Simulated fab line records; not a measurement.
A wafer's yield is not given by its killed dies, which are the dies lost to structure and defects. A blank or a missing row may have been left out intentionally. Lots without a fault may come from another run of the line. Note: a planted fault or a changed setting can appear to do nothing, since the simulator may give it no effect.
Matching of chambers / flow n5Finfet / N5_GATE_CUT_HM_DEP_46 on pecvd-01: 3 sister chambers
The step deposits SiO2 from TEOS/O2, target thk 130 nm, time 26.6 s. 6 wafers are shown with their chamber, then 11 later ones without.

EACH WAFER AND ITS CHAMBER
wafer=L083.1; chamber=1; throttleValvePct (%)=17.9; showerheadPlenumPTorr (Torr)=8.32
wafer=L084.4; chamber=2; throttleValvePct (%)=17.7; showerheadPlenumPTorr (Torr)=8.35
wafer=L084.5; chamber=1; throttleValvePct (%)=17.8; showerheadPlenumPTorr (Torr)=8.33
wafer=L085.3; chamber=0; throttleValvePct (%)=20.4; showerheadPlenumPTorr (Torr)=8.34
wafer=L085.5; chamber=0; throttleValvePct (%)=20.6; showerheadPlenumPTorr (Torr)=8.37
wafer=L086.2; chamber=2; throttleValvePct (%)=18.1; showerheadPlenumPTorr (Torr)=8.35

WAFERS WHOSE CHAMBER IS MISSING
wafer=L086.3; throttleValvePct (%)=17.7; showerheadPlenumPTorr (Torr)=8.33
wafer=L086.6; throttleValvePct (%)=17.7; showerheadPlenumPTorr (Torr)=8.36
wafer=L090.1; throttleValvePct (%)=20.3; showerheadPlenumPTorr (Torr)=8.37
wafer=L090.3; throttleValvePct (%)=17.9; showerheadPlenumPTorr (Torr)=8.37
wafer=L090.4; throttleValvePct (%)=20.4; showerheadPlenumPTorr (Torr)=8.37
wafer=L091.2; throttleValvePct (%)=18.0; showerheadPlenumPTorr (Torr)=8.34
wafer=L091.5; throttleValvePct (%)=20.4; showerheadPlenumPTorr (Torr)=8.37
wafer=L091.6; throttleValvePct (%)=18.1; showerheadPlenumPTorr (Torr)=8.32
wafer=L094.1; throttleValvePct (%)=18.2; showerheadPlenumPTorr (Torr)=8.38
wafer=L094.5; throttleValvePct (%)=18.1; showerheadPlenumPTorr (Torr)=8.31
wafer=L094.6; throttleValvePct (%)=20.3; showerheadPlenumPTorr (Torr)=8.36

WHICH CHAMBER EACH ONE RAN IN
wafer=L086.3; from the rows above=can't be placed: 1 or 2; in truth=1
wafer=L086.6; from the rows above=can't be placed: 2 or 1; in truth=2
wafer=L090.1; from the rows above=0; in truth=0
wafer=L090.3; from the rows above=can't be placed: 2 or 1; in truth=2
wafer=L090.4; from the rows above=0; in truth=0
wafer=L091.2; from the rows above=can't be placed: 2 or 1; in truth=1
wafer=L091.5; from the rows above=0; in truth=0
wafer=L091.6; from the rows above=can't be placed: 1 or 2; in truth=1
wafer=L094.1; from the rows above=can't be placed: 2 or 1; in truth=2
wafer=L094.5; from the rows above=can't be placed: 1 or 2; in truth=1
wafer=L094.6; from the rows above=0; in truth=0
Correctly placed: 4 of 11. Not placeable from these rows: 7 (in 7, the candidates include the true chamber). Wrongly placed: 0.
How it was worked out, from the rows above alone: a wafer's distance from a chamber is the root of the sum, over the readings, of the square of ((its reading less the chamber's mean) divided by the reading's scatter). The wafer belongs to the nearest chamber; if the next one is less than 2 further off, it can't be placed. A chamber's mean is the mean of its shown wafers. The scatter: the root of (the sum of the squares of (reading less its chamber's mean) over the shown wafers, divided by (wafers less chambers)).
